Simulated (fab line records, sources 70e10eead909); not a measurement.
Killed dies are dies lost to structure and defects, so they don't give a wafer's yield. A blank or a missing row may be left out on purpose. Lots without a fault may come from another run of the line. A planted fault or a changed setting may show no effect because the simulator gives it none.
fab line records | flow nand_harc
record lots=5 wafers=15 last_day=33
route steps=1302 shown A_SLIT@940 A_SIN_REMOVE@947 A_WL_FILL@952
lots that met no fault: from a run of the same line without faults
start_h: hours from the record's first day to the start of the lot's first wafer shown | wait_h: hours since the lot's step before | " the same as in the row above | L1.1+2: a row that stands for several wafers | - no value, or no start given | * or withheld: withheld | < > ~ a bound
route shown NAME@n: a module of which the file shows steps, and the number in the route of the first | usual: mean/standard deviation of fault-free wafers | same: alike in all rows | chamber/n: place in a boat | sites: the reading at each site | _std_site: their standard deviation | _edge_site: outer sites' mean less inner sites' | radius_mm: how far each site lies from the wafer's centre | mask NAME#n: copy n | behind: the tool/chamber that last shaped the wafer | hold: why the lot was held/for how many hours/how that ended | device: the transistor (n, p or np) that didn't switch | end of line: the same wafers' tests at the end of the route | a step without rows: its recipe alone | killed: dies lost to structure and defects at the first sort, not the wafer's yield | map: a wafer's dies, x killed, . not, _ none there
set.NAME: the setting as run; set.NAME@STEP: as run at that earlier step | model.NAME: the simulator's own value behind a step, which no gauge read
lots at some steps of the route; a table a step, a row a wafer
services: from which hour (start_h, from the record's first day; less than 0 if before it) a tool's chamber was out of use, for how many hours, and why
## steps
# step NHARC_A_SLIT_ETCH_26
# recipe bias_v=400 source_w=2000 pressure_mtorr=25 time_s=90 ar_flow_sccm=375 c4f8_flow_sccm=41.7 o2_flow_sccm=83.3 target_depth_a=4000 chemistry=C4F8/O2/Ar
# usual drypump_motor_current_A=5.6/0.68 showerhead_plenum_p_Torr=3.67/0.17 throttle_valve_pct=27.621/0.0085
# columns lot.wafer tool chamber start_h wait_h drypump_motor_current_A rf_hours_counter_h showerhead_plenum_p_Torr throttle_valve_pct
L694.2 har_etch-01 1 515.57 2.4 6.5 295 3.58 27.624
L694.3 " 0 " " 6.3 - 3.47 27.620
L694.5 " 0 " " 6.3 - 3.47 27.615
L695.1 har_etch-02 1 515.71 3.0 5.1 83 3.69 27.625
L695.5 " 1 " " 5.1 - 3.69 27.639
L695.6 " 0 " " 4.9 - 3.93 27.610
L704.2 har_etch-02 0 592.20 2.4 4.9 129 3.90 27.627
L704.3 " 1 " " 5.1 - 3.67 27.627
L704.4 " 0 " " 4.9 - 3.91 27.615
L706.1 har_etch-01 1 607.10 3.0 6.5 349 3.56 27.611
L706.4 " 1 " " 6.5 - 3.55 27.617
L706.3 " 0 " " 6.3 - 3.44 27.616
L710.2 har_etch-01 0 663.24 3.1 6.3 380 3.42 27.619
L710.4 " 1 " " 6.5 - 3.54 27.620
L710.5 " 1 " " 6.4 - 3.54 27.618
# step NHARC_A_SLIT_STRIP_28
# recipe o2_flow_sccm=400 cos_flow_sccm=20 ar_flow_sccm=0 bias_w=0 chemistry=O2/COS
# step NHARC_A_SLIT_ETCH_29
# recipe target_depth_a=1000 overetch_a=100 time_s=55 ion_energy_ev=100 cf4_flow_sccm=80 o2_flow_sccm=20 ar_flow_sccm=0 rf_w=300 bias_w=100 chemistry=CF4/O2
# usual drypump_motor_current_A=5.9/0.46 oes_product_au=1.001/0.0071 rf_vpp_V=198.1/1.4 showerhead_plenum_p_Torr=1.35/0.051 throttle_valve_pct=13.397/0.0096
# columns lot.wafer tool chamber start_h wait_h drypump_motor_current_A oes_product_au rf_hours_counter_h rf_vpp_V showerhead_plenum_p_Torr throttle_valve_pct
L694.3 rie_diel-06 3 516.43 0.1 5.6 0.996 1.3 197.3 1.36 13.394
L694.2 " 1 " " 5.4 1.007 1.8 199.7 1.38 13.400
L694.5 " 3 " " 5.6 0.991 - 199.3 1.36 13.414
L695.1 rie_diel-10 2 516.61 0.1 6.1 1.001 6.3 197.2 1.28 13.392
L695.6 " 0 " " 6.2 0.998 - 199.0 1.40 13.407
L695.5 " 1 " " 5.0 0.989 - 196.7 1.32 13.402
L704.4 rie_diel-10 1 593.07 0.1 5.0 0.997 0.5 197.6 1.32 13.382
L704.2 " 2 " " 6.1 1.008 0.6 195.5 1.27 13.404
L704.3 " 0 " " 6.2 1.003 0.5 200.6 1.40 13.403
L706.1 rie_diel-06 2 607.98 0.1 6.4 0.991 6.9 200.3 1.43 13.378
L706.4 " 3 " " 5.6 0.999 7.8 196.3 1.36 13.393
L706.3 " 0 " " 5.7 0.999 6.0 198.2 1.33 13.381
L710.4 rie_diel-10 2 664.13 0.1 6.1 0.994 5.0 197.0 1.27 13.413
L710.2 " 3 " " 5.7 1.000 5.2 199.2 1.43 13.390
L710.5 " 1 " " 5.0 0.998 - 197.3 1.32 13.393
# step NHARC_A_SLIT_STRIP_18
# recipe o2_flow_sccm=500 ar_flow_sccm=0 bias_w=0 chemistry=O2
# usual drypump_motor_current_A=5.9/0.44 oes_product_au=1.001/0.0083 rf_vpp_V=57.8/1 showerhead_plenum_p_Torr=3.57/0.13 throttle_valve_pct=17.037/0.0099
# columns lot.wafer tool chamber start_h wait_h drypump_motor_current_A oes_product_au rf_hours_counter_h rf_vpp_V showerhead_plenum_p_Torr throttle_valve_pct
L694.3 rie_diel-06 2 - - 6.4 0.998 1.7 58.1 3.76 17.042
L694.2 " 1 " " 5.4 0.994 1.8 58.0 3.64 17.051
L694.5 " 3 " " 5.6 0.986 - 58.5 3.59 17.027
L695.1 rie_diel-10 0 - - 6.2 1.001 5.9 58.6 3.69 17.038
L695.6 " 3 " " 5.8 1.002 - 58.3 3.76 17.044
L695.5 " 0 " " 6.2 0.991 - 56.7 3.69 17.049
L704.2 rie_diel-10 1 - - 5.0 0.996 0.5 57.8 3.50 17.046
L704.3 " 2 " " 6.1 0.989 0.6 56.4 3.38 17.026
L704.4 " 3 " " 5.7 1.001 0.6 57.9 3.76 17.031
L706.3 rie_diel-06 0 - - 5.8 1.007 6.0 57.1 3.52 17.032
L706.1 " 1 " " 5.4 1.005 8.0 58.5 3.64 17.042
L706.4 " 2 " " 6.4 0.999 6.9 60.3 3.76 17.013
L710.2 rie_diel-10 2 - - 6.1 0.996 5.1 55.8 3.37 17.029
L710.4 " 3 " " 5.8 0.990 5.2 58.9 3.76 17.040
L710.5 " 2 " " 6.1 0.999 - 57.8 3.37 17.032
# step NHARC_A_SLIT_PRECLEAN_19
# recipe time_s=* temp_c=50 bath_age_min=0 chemistry=SC1
# step NHARC_A_SLIT_SRD_20
# step NHARC_A_SLIT_CD_MEAS_21
# usual cd_nm=289.8/0.64
# columns lot.wafer tool chamber start_h wait_h cd_nm
L694.2 cd_sem-02 - 516.96 - 290.1
L694.3 " - " " 290.0
L694.5 " - " " 289.7
L695.1 cd_sem-02 - 517.14 - 290.4
L695.5 " - " " 289.8
L695.6 " - " " 289.9
L704.2 cd_sem-02 - 593.60 - 290.1
L704.3 " - " " 290.5
L704.4 " - " " 289.9
L706.1 cd_sem-02 - 608.51 - 289.5
L706.3 " - " " 289.7
L706.4 " - " " 290.2
L710.2 cd_sem-02 - 664.65 - 290.1
L710.4 " - " " 290.0
L710.5 " - " " 290.3
# step NHARC_A_SIN_REMOVE_WET_00
# recipe temp_c=160 time_s=15300 chemistry=H3PO4
# step NHARC_A_SIN_REMOVE_PRECLEAN_01
# recipe time_s=* temp_c=50 bath_age_min=0 chemistry=SC1
# step NHARC_A_SIN_REMOVE_SRD_02
# step NHARC_A_SIN_REMOVE_INSPECT_04
# usual raw_defect_count=377/72
# columns lot.wafer tool chamber start_h wait_h raw_defect_count
L694.2 defect_inspect-02 - 523.66 0.0 382
L694.3 " - " " 373
L694.5 " - " " 492
L695.1 defect_inspect-01 - 523.70 0.0 492
L695.5 " - " " 439
L695.6 " - " " 399
L704.2 defect_inspect-01 - 600.22 0.0 287
L704.3 " - " " 379
L704.4 " - " " 337
L706.1 defect_inspect-02 - 614.69 0.0 256
L706.3 " - " " 426
L706.4 " - " " 406
L710.2 defect_inspect-01 - 671.21 0.0 413
L710.4 " - " " 443
L710.5 " - " " 464
# step NHARC_A_WL_FILL_ALD_00
# recipe target_thk_a=30 pulse_time_s=3 ald_cycles=30 temp_c=300 material=Al2O3
# usual ald_cycles=30/0 heater_power_outer_w=264/35 heater_power_w=464/63 precursor_pulse_height_rel=1.002/0.021
# columns lot.wafer tool chamber start_h wait_h ald_cycles heater_power_outer_w heater_power_w precursor_pulse_height_rel
L694.3 ald_hk-01 1 523.76 0.1 30 228 381 1.009
L694.2 " 2 " " 30 268 466 1.030
L694.5 " 0 " " 30 238 403 1.008
L695.1 ald_hk-04 0 523.80 0.1 30 243 421 1.006
L695.5 " 3 " " 30 261 464 1.035
L695.6 " 0 " " 30 236 412 0.985
L704.3 ald_hk-01 1 600.29 0.1 30 229 385 0.976
L704.2 " 2 " " 30 273 471 0.994
L704.4 " 0 " " 43 240 405 1.005
L706.4 ald_hk-02 3 614.91 0.2 30 256 496 1.037
L706.1 " 1 " " 30 312 481 1.012
L706.3 " 2 " " 30 229 425 0.973
L710.4 ald_hk-04 1 671.30 0.1 30 342 640 0.995
L710.2 " 2 " " 30 278 476 0.986
L710.5 " 1 " " 30 345 631 1.023
# step NHARC_A_WL_FILL_RTA_01
# recipe temp_c=1000 time_s=5
# usual lamp_power_pct=27.9/0.42 lamp_zone_4_pct=27.9/0.41 lamp_zone_5_pct=27.9/0.42 wafer_temp_C_max=1003.7/0.98
# columns lot.wafer tool chamber start_h wait_h lamp_power_pct lamp_zone_4_pct lamp_zone_5_pct wafer_temp_C_max
L694.2 rtp_anneal-02 0 524.16 - 27.3 27.3 27.3 1005.9
L694.3 " 0 " " 27.3 27.3 27.3 1003.8
L694.5 " 0 " " 27.4 27.3 27.3 1005.2
L695.1 rtp_anneal-02 0 524.30 - 27.3 27.3 27.3 1004.5
L695.5 " 0 " " 27.3 27.4 27.4 1004.9
L695.6 " 0 " " 27.3 27.3 27.3 1002.9
L704.2 rtp_anneal-01 0 600.58 - 28.2 28.2 28.2 1002.9
L704.3 " 0 " " 28.1 28.2 28.2 1002.9
L704.4 " 0 " " 28.1 28.2 28.2 1001.3
L706.1 rtp_anneal-01 0 615.18 - 28.2 28.2 28.2 1002.6
L706.3 " 0 " " 28.2 28.2 28.2 1003.9
L706.4 " 0 " " 28.2 28.2 28.1 1002.7
L710.2 rtp_anneal-01 0 671.71 - 28.2 28.1 28.2 1003.4
L710.4 " 0 " " 28.2 28.2 28.2 1002.8
L710.5 " 0 " " 28.2 28.1 28.2 1003.9
## services
# columns tool chamber start_h hours kind
ald_hk-02 - 497.40 0.4 repair
rie_diel-10 2 501.59 2.5 repair
rie_diel-10 0 503.27 - clean
rie_diel-10 1 503.27 - clean
rie_diel-10 3 503.27 - clean
ald_hk-02 - 506.48 0.9 repair
rie_diel-06 - 508.91 0.5 repair
rie_diel-10 0 527.77 - clean
rie_diel-10 1 527.77 - clean
rie_diel-10 2 527.77 - clean
rie_diel-10 3 527.77 - clean
rie_diel-06 1 535.57 6.8 repair
rie_diel-10 1 547.02 5.0 repair
rie_diel-10 0 552.27 - clean
rie_diel-10 1 552.27 - clean
rie_diel-10 - 572.81 9.0 pm
rie_diel-06 0 585.90 14.8 repair
rie_diel-06 2 585.93 2.6 repair
rie_diel-06 3 588.93 5.8 repair
rie_diel-10 0 593.46 9.2 repair
ald_hk-04 - 593.76 10.0 pm
ald_hk-01 - 634.94 10.0 pm
rie_diel-06 - 637.23 9.0 pm
rie_diel-10 2 658.30 2.0 repair
## key
first_sign step=NHARC_A_WL_FILL_ALD_00 reading=ald_cycles direction=up sigmas=99+ usual=30 struck=43
effect none on later readings
met_at NHARC_A_WL_FILL_ALD_00
struck_wafers L704.4
later_rows_left_out L704.4
sort_left_out L704.4
tester_left_out L704
onset_between 523.76 600.29
fault kind=process_parameter_drift tool=ald_hk-01 chamber=0 onset_h=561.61 steps=NHARC_A_WL_FILL_ALD_00 channel=ald_cycles offset=13 shape=step end_h=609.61 acts_in=these_recipes_only stated=30
# tester_left_out: of these lots the tester's yield and bins aren't shown, on N5 and GAA mostly nor the transistor test; their killed dies are dies lost to structure and defects alone, not to doping, threshold or leakage, so they don't give the yield
# sort_left_out: the simulated sort isn't trusted on such a fault, so these wafers' sort isn't shown, and their yield isn't known
# later_rows_left_out: the simulator's readings of these wafers behind a module that went badly wrong aren't trusted and aren't shown, but for the sort
